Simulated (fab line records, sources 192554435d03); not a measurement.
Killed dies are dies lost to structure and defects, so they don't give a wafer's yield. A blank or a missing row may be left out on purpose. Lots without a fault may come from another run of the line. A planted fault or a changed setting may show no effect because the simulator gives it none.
Chamber matching | flow n5_finfet | N5_BEOL_M0_SAQP_ALD_48 on ald_sin-02: 4 sister chambers
The step deposits SiO2, target thk 20 nm, pulse time 1 s, co reactant pulse time 1 s. 8 wafers are shown with their chamber, then 11 later ones without.

WAFERS WITH THEIR CHAMBER
wafer  | chamber | heater_power_w (W) | precursor_pulse_height_rel
L083.1 | 3       | 67                 | 1.012
L083.2 | 0       | 83                 | 1.006
L083.4 | 1       | 81                 | 1.040
L083.6 | 1       | 81                 | 1.030
L085.2 | 3       | 66                 | 1.011
L085.3 | 0       | 81                 | 0.982
L085.6 | 2       | 78                 | 0.965
L088.1 | 2       | 78                 | 0.992

WAFERS WITHOUT THEIR CHAMBER
wafer  | heater_power_w (W) | precursor_pulse_height_rel
L088.5 | 81                 | 1.015
L088.6 | 78                 | 1.002
L089.1 | 66                 | 0.994
L089.2 | 80                 | 1.010
L089.5 | 82                 | 1.013
L093.1 | 80                 | 1.009
L093.3 | 81                 | 1.010
L093.6 | 67                 | 1.030
L094.1 | 78                 | 0.971
L094.3 | 81                 | 0.989
L094.4 | 68                 | 0.973

WHICH CHAMBER EACH WENT THROUGH
wafer  | from the rows above          | in truth
L088.5 | can't be placed: 1 or 0      | 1
L088.6 | 2                            | 2
L089.1 | 3                            | 3
L089.2 | can't be placed: 1 or 0 or 2 | 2
L089.5 | can't be placed: 0 or 1      | 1
L093.1 | can't be placed: 1 or 0 or 2 | 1
L093.3 | can't be placed: 0 or 1      | 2
L093.6 | 3                            | 3
L094.1 | 2                            | 2
L094.3 | 0                            | 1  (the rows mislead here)
L094.4 | 3                            | 3
Placed correctly: 5 of 11. Can't be placed from these rows: 5 (the true chamber is among the candidates in 4). Placed wrongly: 1.
How it was worked out, from the rows above alone: a wafer's distance from a chamber is the root of the sum, over the readings, of the square of ((its reading less the chamber's mean) divided by the reading's scatter). The wafer belongs to the nearest chamber; if the next one is less than 2 further off, it can't be placed. A chamber's mean is the mean of its shown wafers. The scatter: the root of (the sum of the squares of (reading less its chamber's mean) over the shown wafers, divided by (wafers less chambers)).
